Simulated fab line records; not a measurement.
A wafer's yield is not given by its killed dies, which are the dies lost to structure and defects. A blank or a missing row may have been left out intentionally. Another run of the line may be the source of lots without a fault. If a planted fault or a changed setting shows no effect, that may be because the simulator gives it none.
Problem report, 8D (eight disciplines) form, completed by code    flow n5-finfet    the parts of the form that need people (team, actions taken, sign-off) are left out

## 1. THE ISSUE
Mean of spin-speed-rpm at N5_FIN_SAQP_COAT_10: 1714.8 rpm across 6 wafers in 2 lots; on wafers with no fault it is 1500.0 rpm (standard deviation 1). So: +99 or more standard deviations from the usual mean.
The step: resist thk 90 nm.
The first sign was on wafer L511.4 at day 4 21:37, on litho-track-05. The record has a number at this step for 18 wafers belonging to 6 lots. By rule, "out" or "out of limits" means more than 4 standard deviations away from the usual mean. All remaining wafers that have a number are taken as sound.

## 2. WHAT IT IS; WHAT IT IS NOT
question                     is                      is not
which readings at this step  spin-speed-rpm          exhaust-pa
which lots                   L511, L514              L500, L505, L517, L521
which wafers of those lots   all that have a number  -
read on which tools          litho-track-05          litho-track-01, litho-track-03
when                         from day 4 21:37        up to then (6 sound wafers); but 6 sound wafers of L517, L521 came after

## 3. THE SUSPECTS, EACH WITH WHAT RULES IT OUT
Counting: a tool at a process step up to the reading stays a suspect if it ran every lot that is out and no sound lot after the first of them.
- pecvd-01 at N5_FIN_SAQP_PECVD_47 (deposits a-Si from SiH4/He, target thk 45 nm, time 36.3 s): kept. It ran every lot that is out, first L511 (day 4 21:21), and no sound lot after that.
- pecvd-01 at N5_FIN_SAQP_PECVD_48 (deposits SiNx from SiH4/NH3/N2, target thk 25 nm, time 22.1 s): kept. It ran every lot that is out, first L511 (day 4 21:23), and no sound lot after that.
- pecvd-03 at N5_FIN_SAQP_HM_DEP_72 (deposits SiO2 from SiH4/N2O, target thk 12 nm, time 7.2 s): kept. It ran every lot that is out, first L511 (day 4 21:34), and no sound lot after that.
- litho-track-05 at N5_FIN_SAQP_COAT_10 (resist thk 90 nm): kept. Every lot that is out went through it, starting with L511 (day 4 21:37), and after that it ran no sound lot; the last sound lot it ran before then is L500 (day 2 04:59). Its own spin-speed-rpm readings are out on those wafers.
Left after counting: pecvd-01 at N5_FIN_SAQP_PECVD_47, pecvd-01 at N5_FIN_SAQP_PECVD_48, pecvd-03 at N5_FIN_SAQP_HM_DEP_72, litho-track-05 at N5_FIN_SAQP_COAT_10.

## 4. THE CAUSE (what the simulator had put in)
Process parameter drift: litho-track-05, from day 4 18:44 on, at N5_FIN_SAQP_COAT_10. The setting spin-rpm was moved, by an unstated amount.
After counting, 4 suspects remain, this tool included.

## 5. THE EFFECT CHAIN, in route order
Each row: a reading whose mean over the struck wafers that have a number lies more than 3 standard deviations from the usual. Only readings for which the record gives a usual standard deviation are gone through. hours: the time from each lot's start at the first step in this table that gives one to its start at this step, as a median over the lots. sigmas: the change in usual standard deviations.
hours  step                 reading         usual       on struck wafers  change  sigmas
0      N5_FIN_SAQP_COAT_10  spin-speed-rpm  1500.0 rpm  1714.8            +214.8  +99 or more
The process steps in it:
- N5_FIN_SAQP_COAT_10: resist thk 90 nm.
Later steps that measure or inspect, where all struck wafers having a row at the step show a number for every such reading and not one has moved that far: N5_FIN_SAQP_CD_MEAS_16, N5_FIN_SAQP_OVL_MEAS_17, N5_FIN_SAQP_INSPECT_18, N5_BEOL_M4_RC_MEAS_101.

## 6. HOW IT WOULD HAVE BEEN CAUGHT EARLIER
The fault began at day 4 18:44; the first out-of-limits reading in this record came at day 4 21:37, 3 hours later.
